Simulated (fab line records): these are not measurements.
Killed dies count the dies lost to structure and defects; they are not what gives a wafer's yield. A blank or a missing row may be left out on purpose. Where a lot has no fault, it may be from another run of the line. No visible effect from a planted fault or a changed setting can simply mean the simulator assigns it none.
Which tool was responsible? + flow n5-finfet + 30 wafers from 10 lots sampled at 2 of the route's 1938 steps

WHAT THE GAUGES READ, wafer by wafer
N5_BEOL_M14_INSPECT_55: inspects for defects (darkfield).
| lot  | measured     | on                | raw-defect-count |
|------|--------------|-------------------|------------------|
| L826 | day 12 12:43 | defect-inspect-01 | 60 120 57        |
| L828 | day 13 09:40 | defect-inspect-01 | 58 51 65         |
| L830 | day 13 21:08 | defect-inspect-01 | 70 53 38         |
| L831 | day 13 23:29 | defect-inspect-02 | 68 67 102        |
| L834 | day 14 12:10 | defect-inspect-01 | 48 41 66         |
| L838 | day 16 07:19 | defect-inspect-01 | 66 60 42         |
| L843 | day 17 20:25 | defect-inspect-02 | 94 47 97         |
| L844 | day 17 20:51 | defect-inspect-01 | 41 40 64         |
| L845 | day 18 00:10 | defect-inspect-02 | 75 91 56         |
| L846 | day 18 04:20 | defect-inspect-01 | 91 67 61         |

EACH LOT AND THE TOOL THAT RAN IT (in order: tool; ch and the chambers of the sampled wafers; start)
| lot  | N5_BEOL_M14_CMP_49            |
|------|-------------------------------|
| L826 | cmp-04 ch 1,2, day 12 12:15   |
| L828 | cmp-03 ch 0,2, day 13 09:13   |
| L830 | cmp-02 ch 0,2,3, day 13 20:46 |
| L831 | cmp-02 ch 0,1,2, day 13 23:02 |
| L834 | cmp-03 ch 0,3, day 14 11:43   |
| L838 | cmp-04 ch 0,1,3, day 16 06:52 |
| L843 | cmp-04 ch 1,2,3, day 17 20:01 |
| L844 | cmp-03 ch 0,1,3, day 17 20:24 |
| L845 | cmp-02 ch 0,2,3, day 17 23:46 |
| L846 | cmp-03 ch 0,3, day 18 03:53   |
- N5_BEOL_M14_CMP_49: polishes, stops on SiO2, t overpolish 5.2 s, target thk 560 nm.

THE ANSWER, worked out from the rows above alone
Rule: what is usual is taken from the lots themselves. Put in order of their means at a reading, lots are off if they are a third of the lots or fewer, leave a main group of 4 or more, and stand apart from it by a gap of 3 or more times the standard deviation of the main group's means; of several such gaps the widest counts. A main group is skipped when, at the precision printed for the reading in the tables above, its means are all equal. Also off: a lot with no number at a reading for which 4 or more lots have one. All remaining lots with rows at the step are treated as sound.
No lot is off on any of the readings shown, so nothing can be concluded from this.

WHAT THE SIMULATOR HAD PUT IN
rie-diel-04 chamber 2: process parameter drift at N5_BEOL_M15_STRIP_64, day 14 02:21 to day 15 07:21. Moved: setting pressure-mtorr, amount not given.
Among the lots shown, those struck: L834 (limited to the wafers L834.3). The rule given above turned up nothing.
